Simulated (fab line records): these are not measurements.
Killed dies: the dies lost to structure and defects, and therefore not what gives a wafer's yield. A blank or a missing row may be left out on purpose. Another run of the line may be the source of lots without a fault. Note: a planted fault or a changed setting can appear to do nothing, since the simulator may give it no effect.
Chamber matching | flow n5-finfet | 4 sister chambers for N5_BEOL_M13_DESCUM_33 on rie-diel-05
The step chemistry O2, time 7.9 s. 14 wafers are shown with their chamber, then 7 later ones without.

## WAFERS WITH THEIR CHAMBER
wafer  | chamber | showerhead-plenum-p-Torr (Torr) | throttle-valve-pct (%) | drypump-motor-current-A (A)
L368.2 | 0       | 2.19                            | 20.74                  | 5.8
L368.3 | 2       | 2.09                            | 20.44                  | 5.3
L368.5 | 0       | 2.19                            | 20.75                  | 5.8
L370.1 | 3       | 2.08                            | 20.54                  | 5.8
L370.3 | 0       | 2.19                            | 20.76                  | 5.8
L370.5 | 2       | 2.09                            | 20.45                  | 5.2
L373.2 | 1       | 2.08                            | 20.60                  | 5.6
L373.5 | 0       | 2.18                            | 20.75                  | 5.8
L373.6 | 1       | 2.08                            | 20.60                  | 5.6
L374.2 | 1       | 2.08                            | 20.61                  | 5.6
L374.3 | 3       | 2.07                            | 20.56                  | 5.8
L374.6 | 0       | 2.18                            | 20.77                  | 5.8
L378.1 | 3       | 2.07                            | 20.56                  | 5.8
L378.5 | 3       | 2.07                            | 20.57                  | 5.9

SIGNATURES (means of the wafers above)
reading                  | chamber 0 | chamber 1 | chamber 2 | chamber 3 | scatter within a chamber
showerhead-plenum-p-Torr | 2.1860    | 2.0800    | 2.0900    | 2.0725    | 0.00442
throttle-valve-pct       | 20.7540   | 20.6033   | 20.4450   | 20.5575   | 0.0105
drypump-motor-current-A  | 5.800     | 5.600     | 5.250     | 5.825     | 0.0354
Rule: for each reading, subtract the chamber's mean from the wafer's reading, divide by that reading's scatter and square the result; add these up over the readings and take the root, which gives the wafer's distance from the chamber. If the next closest chamber is less than 2 further off than the closest, the wafer can't be placed; otherwise it belongs to the closest. The scatter: take each reading less its chamber's mean, square it, sum over the shown wafers, divide by the number of wafers less the number of chambers, and take the root.

## WAFERS WITH NO CHAMBER GIVEN
wafer  | showerhead-plenum-p-Torr (Torr) | throttle-valve-pct (%) | drypump-motor-current-A (A)
L378.6 | 2.08                            | 20.47                  | 5.3
L379.2 | 2.08                            | 20.47                  | 5.2
L379.3 | 2.07                            | 20.56                  | 5.8
L379.5 | 2.07                            | 20.57                  | 5.8
L380.1 | 2.07                            | 20.58                  | 5.8
L380.5 | 2.18                            | 20.78                  | 5.8
L380.6 | 2.07                            | 20.62                  | 5.5

## CHAMBER TAKEN BY EACH
wafer  | from the rows above | in truth
L378.6 | 2                   | 2
L379.2 | 2                   | 2
L379.3 | 3                   | 3
L379.5 | 3                   | 3
L380.1 | 3                   | 3
L380.5 | 0                   | 0
L380.6 | 1                   | 1
Correct placement for 7 of the 7. Left unplaced by these rows: 0. Placed wrongly: 0.
